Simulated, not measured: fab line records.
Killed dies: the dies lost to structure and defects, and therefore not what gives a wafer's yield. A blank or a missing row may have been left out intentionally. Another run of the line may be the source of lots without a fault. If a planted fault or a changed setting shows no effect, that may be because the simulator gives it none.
Which tool did it? | flow n5 finfet | Sampling: 8 lots, 24 wafers, 9 of 1938 route steps

## WHAT THE GAUGES SHOWED, per wafer
N5_SD_EPI_N_EPI_MEAS_23. Usual: thk nm 59.1 nm, standard deviation 1.3.
lot  | measured    | on            | thk nm (nm)    | flag
L906 | day 3 14:59 | film metro-02 | 59.8 58.7 58.8 |
L907 | day 3 18:29 | film metro-02 | 58.0 58.1 59.5 |
L911 | day 4 20:24 | film metro-01 | 59.5 56.5 57.5 |
L913 | day 5 07:58 | film metro-02 | 59.6 58.7 60.2 |
L914 | day 5 10:46 | film metro-01 | 58.0 58.8 60.3 |
L918 | day 6 10:27 | film metro-02 | 60.8 61.2 58.2 |
L920 | day 7 02:12 | film metro-01 | 58.9 59.9 55.4 |
L922 | day 7 14:03 | film metro-02 | 57.9 59.2 59.5 |

N5_SD_EPI_N_INSPECT_26: inspects for defects (darkfield). Usual: raw defect count 205, standard deviation 48.
lot  | measured    | on                | raw defect count | flag
L906 | day 3 15:33 | defect inspect-01 | 267 173 203      |
L907 | day 3 19:05 | defect inspect-01 | 129 138 122      |
L911 | day 4 20:57 | defect inspect-01 | 161 175 142      |
L913 | day 5 08:31 | defect inspect-02 | 163 198 205      |
L914 | day 5 11:33 | defect inspect-01 | 128 198 177      |
L918 | day 6 11:00 | defect inspect-02 | 183 169 246      |
L920 | day 7 02:58 | defect inspect-01 | 546 542 588      | OFF
L922 | day 7 14:36 | defect inspect-01 | 490 525 540      | OFF

N5_SD_EPI_P_CD_MEAS_09: the cd target is 240 nm. Usual: cd nm 240.3 nm, standard deviation 0.85.
lot  | measured    | on        | cd nm (nm)        | flag
L906 | day 3 15:49 | cd sem-03 | 239.1 240.9 240.4 |
L907 | day 3 19:22 | cd sem-02 | 241.2 240.5 239.7 |
L911 | day 4 21:21 | cd sem-03 | 238.9 238.7 239.4 |
L913 | day 5 08:47 | cd sem-02 | 240.9 240.2 240.9 |
L914 | day 5 11:49 | cd sem-02 | 240.1 241.7 240.3 |
L918 | day 6 11:24 | cd sem-02 | 242.0 240.9 241.7 |
L920 | day 7 03:22 | cd sem-02 | 239.9 240.1 240.0 |
L922 | day 7 15:00 | cd sem-03 | 240.3 239.9 240.6 |

N5_SD_EPI_P_INSPECT_11: inspects for defects (macro). Usual: raw defect count 2.0, standard deviation 1.5.
lot  | measured    | on                | raw defect count | flag
L906 | day 3 15:52 | defect inspect-01 | 3 1 2            |
L907 | day 3 19:25 | defect inspect-01 | 1 2 2            |
L911 | day 4 21:24 | defect inspect-02 | 0 2 2            |
L913 | day 5 08:51 | defect inspect-01 | 0 1 1            |
L914 | day 5 11:52 | defect inspect-02 | 1 2 2            |
L918 | day 6 11:27 | defect inspect-01 | 1 2 0            |
L920 | day 7 03:25 | defect inspect-02 | >300 >300 >300   | OFF
L922 | day 7 15:03 | defect inspect-01 | >300 >300 >300   | OFF

N5_SD_EPI_P_INSPECT_26: inspects for defects (darkfield). Usual: raw defect count 177, standard deviation 45.
lot  | measured    | on                | raw defect count | flag
L906 | day 3 21:35 | defect inspect-02 | 295 141 213      |
L907 | day 4 00:01 | defect inspect-01 | 105 131 86       |
L911 | day 5 02:01 | defect inspect-01 | 149 143 148      |
L913 | day 5 13:29 | defect inspect-01 | 119 194 141      |
L914 | day 5 16:36 | defect inspect-02 | 170 191 253      |
L918 | day 6 15:13 | defect inspect-01 | 134 130 182      |
L920 | day 7 07:10 | defect inspect-01 | 521 495 562      | OFF
L922 | day 7 19:49 | defect inspect-01 | 465 528 534      | OFF

N5_SD_ACTIVATION_INSPECT_02: inspects for defects (darkfield). Usual: raw defect count 176, standard deviation 44.
lot  | measured    | on                | raw defect count | flag
L906 | day 3 22:20 | defect inspect-02 | 303 125 208      |
L907 | day 4 00:46 | defect inspect-01 | 112 127 95       |
L911 | day 5 02:53 | defect inspect-01 | 148 143 150      |
L913 | day 5 14:14 | defect inspect-02 | 164 223 162      |
L914 | day 5 17:33 | defect inspect-02 | 166 190 263      |
L918 | day 6 15:58 | defect inspect-01 | 125 131 180      |
L920 | day 7 07:56 | defect inspect-02 | 563 527 599      | OFF
L922 | day 7 20:34 | defect inspect-01 | 463 530 520      | OFF

N5_BEOL_M4_RC_MEAS_101. Usual: DIBL_N 35.9 mV/V, standard deviation 1.4; DIBL_P 35.9 mV/V, standard deviation 1.7; IOFF_N 0.160 nA/um, standard deviation 0.026; IOFF_P 0.21 nA/um, standard deviation 0.036; ION_N 672 uA/um, standard deviation 11; ION_P 461 uA/um, standard deviation 8.1; SS_N 71.4 mV/dec, standard deviation 0.54; SS_P 73.2 mV/dec, standard deviation 0.67; VT_N 249.3 mV, standard deviation 2.7; VT_P -250 mV, standard deviation 3.9.
lot  | measured     | on        | DIBL_N (mV/V)  | DIBL_P (mV/V)  | IOFF_N (nA/um)    | IOFF_P (nA/um) | ION_N (uA/um) | ION_P (uA/um) | SS_N (mV/dec)  | SS_P (mV/dec)  | VT_N (mV)         | VT_P (mV)      | flag
L906 | day 8 04:54  | prober-01 | 34.3 38.8 36.5 | 33.6 39.7 35.2 | 0.129 0.233 0.155 | 0.19 0.29 0.22 | 660 687 672   | 462 468 457   | 71.6 72.8 72.1 | 72.8 74.8 73.3 | 250.5 243.2 251.0 | -248 -244 -247 |
L907 | day 9 00:26  | prober-01 | 34.8 36.4 32.5 | 34.6 37.3 32.9 | 0.127 0.172 0.114 | 0.20 0.26 0.19 | 660 683 669   | 460 474 470   | 71.4 71.5 70.7 | 71.7 73.3 72.3 | 253.8 250.2 250.5 | -248 -246 -247 |
L911 | day 9 05:35  | prober-01 | 35.8 37.2 35.4 | 37.4 38.3 36.6 | 0.168 0.183 0.158 | 0.24 0.24 0.21 | 689 681 666   | 473 463 459   | 71.4 71.7 70.7 | 73.3 73.6 73.8 | 248.0 246.9 249.3 | -249 -247 -252 |
L913 | day 10 06:41 | prober-02 | 36.4 34.8 36.5 | 37.4 35.2 36.9 | 0.167 0.132 0.172 | 0.19 0.16 0.20 | 688 673 679   | 457 456 463   | 70.5 71.3 70.6 | 74.0 73.0 73.3 | 249.1 249.8 248.2 | -254 -256 -251 |
L914 | day 10 05:20 | prober-02 | 35.6 35.7 36.2 | 34.3 35.1 34.6 | 0.140 0.142 0.146 | 0.19 0.19 0.19 | 666 663 670   | 456 457 462   | 71.3 70.9 71.1 | 72.4 72.9 72.4 | 253.3 251.2 250.4 | -252 -250 -250 |
L918 | day 11 10:28 | prober-01 | 37.2 33.9 36.1 | 37.7 32.7 35.5 | 0.182 0.125 0.163 | 0.26 0.18 0.21 | 679 672 674   | 476 458 461   | 71.4 71.0 71.4 | 73.8 72.8 73.1 | 245.9 253.8 249.0 | -247 -249 -250 |
L920 | day 11 15:05 | prober-02 | 34.8 34.5 34.4 | 35.3 34.6 35.7 | 0.136 0.142 0.152 | 0.16 0.16 0.17 | 656 669 681   | 454 453 458   | 71.0 70.9 71.0 | 73.2 73.3 72.9 | 249.6 250.4 247.1 | -255 -254 -254 |
L922 | day 11 21:24 | prober-02 | 37.7 38.6 36.4 | 38.0 38.5 36.7 | 0.194 0.223 0.178 | 0.29 0.30 0.26 | 690 675 681   | 478 467 474   | 71.5 71.7 71.2 | 73.4 74.1 72.9 | 245.4 243.9 244.9 | -244 -244 -244 |

## WHICH TOOL RAN EACH LOT (tool, then ch and the chambers of the sampled wafers, then the start)
lot  | N5_SD_EPI_N_DESCUM_14             | N5_SD_EPI_N_PRECLEAN_48
L906 | rie diel-05 ch 0,1,3, day 3 10:50 | epi rpcvd-02 ch 0, day 3 11:59
L907 | rie diel-05 ch 0,1,3, day 3 14:20 | epi rpcvd-04 ch 0, day 3 15:34
L911 | rie diel-01 ch 0,1,3, day 4 16:15 | epi rpcvd-02 ch 0, day 4 17:28
L913 | rie diel-01 ch 0,1,2, day 5 02:50 | epi rpcvd-01 ch 0, day 5 04:05
L914 | rie diel-05 ch 0,1, day 5 07:22   | epi rpcvd-04 ch 0, day 5 08:37
L918 | rie diel-06 ch 1,2,3, day 6 07:04 | epi rpcvd-01 ch 0, day 6 08:15
L920 | rie diel-05 ch 0,3, day 6 22:48   | epi rpcvd-01 ch 0, day 7 00:00
L922 | rie diel-01 ch 1,2, day 7 09:55   | epi rpcvd-01 ch 0, day 7 11:17
- N5_SD_EPI_N_DESCUM_14: chemistry O2, time 7.9 s.
- N5_SD_EPI_N_PRECLEAN_48: cleans in NF3:NH3, afs cycles 2, time 20 s, sublimation time 60 s.

## WHAT THE TOOLS THEMSELVES READ (means of the sampled wafers that have a number; where no wafer has one, the mark that the record gives instead)
N5_SD_EPI_N_DESCUM_14. Usual: chamber pressure mTorr 19.999 mTorr, standard deviation 0.018; drypump motor current A 5.7 A, standard deviation 0.39; oes product au 0.74 a.u., standard deviation 0.049; rf vpp V 243.1 V, standard deviation 1.5; showerhead plenum p Torr 2.08 Torr, standard deviation 0.085; throttle valve pct 20.49 %, standard deviation 0.14.
lot  | tool        | chamber pressure mTorr (mTorr) | drypump motor current A (A) | oes product au (a.u.) | rf vpp V (V) | showerhead plenum p Torr (Torr) | throttle valve pct (%) | flag
L906 | rie diel-05 | 19.993                         | 5.7                         | 0.74                  | 242.3        | 2.00                            | 20.55                  |
L907 | rie diel-05 | 19.997                         | 5.7                         | 0.75                  | 241.3        | 2.00                            | 20.56                  |
L911 | rie diel-01 | 19.993                         | 5.6                         | 0.78                  | 243.2        | 2.10                            | 20.33                  |
L913 | rie diel-01 | 19.979                         | 6.0                         | 0.76                  | 243.9        | 2.11                            | 20.33                  |
L914 | rie diel-05 | 19.995                         | 6.2                         | 0.73                  | 241.4        | 1.96                            | 20.74                  |
L918 | rie diel-06 | 20.012                         | 5.7                         | 0.75                  | 242.9        | 2.09                            | 20.55                  |
L920 | rie diel-05 | 19.984                         | 5.2                         | 0.75                  | 241.6        | 1.96                            | 20.49                  |
L922 | rie diel-01 | 20.015                         | 6.2                         | 0.70                  | 243.4        | 2.09                            | 20.42                  |

N5_SD_EPI_N_PRECLEAN_48. Usual: susceptor temp C 29.99 C, standard deviation 0.097.
lot  | tool         | susceptor temp C (C) | flag
L906 | epi rpcvd-02 | 29.95                |
L907 | epi rpcvd-04 | 30.03                |
L911 | epi rpcvd-02 | 29.89                |
L913 | epi rpcvd-01 | 29.90                |
L914 | epi rpcvd-04 | 30.08                |
L918 | epi rpcvd-01 | 30.10                |
L920 | epi rpcvd-01 | 29.95                |
L922 | epi rpcvd-01 | 29.93                |

## THE ANSWER, worked out from the rows above alone
Rule: a lot is off if the mean of its wafers that have a number lies more than 3 standard deviations from the usual mean. A lot without any number at a reading at which 4 lots or more have one is off too. Any other lot the step has rows for is counted as sound. After the gauges, taken in route order, come the tools' own readings; for these a lot's mean is taken, as printed above. At the first step where some lot is off, the reading lying furthest off is the one used; lots without a number count as furthest.
Off, at N5_SD_EPI_N_INSPECT_26 on raw defect count: L920, L922.
If a tool, at a process step before that reading, ran all the lots that are off and no sound lot after the first of them, it fits. Those tools and the gauges at N5_SD_EPI_N_INSPECT_26 are tried in the same way. Undecided on this evidence; 2 tools fit (epi rpcvd-01 at N5_SD_EPI_N_PRECLEAN_48, defect inspect-01 at N5_SD_EPI_N_INSPECT_26).

## WHAT THE SIMULATOR PUT IN
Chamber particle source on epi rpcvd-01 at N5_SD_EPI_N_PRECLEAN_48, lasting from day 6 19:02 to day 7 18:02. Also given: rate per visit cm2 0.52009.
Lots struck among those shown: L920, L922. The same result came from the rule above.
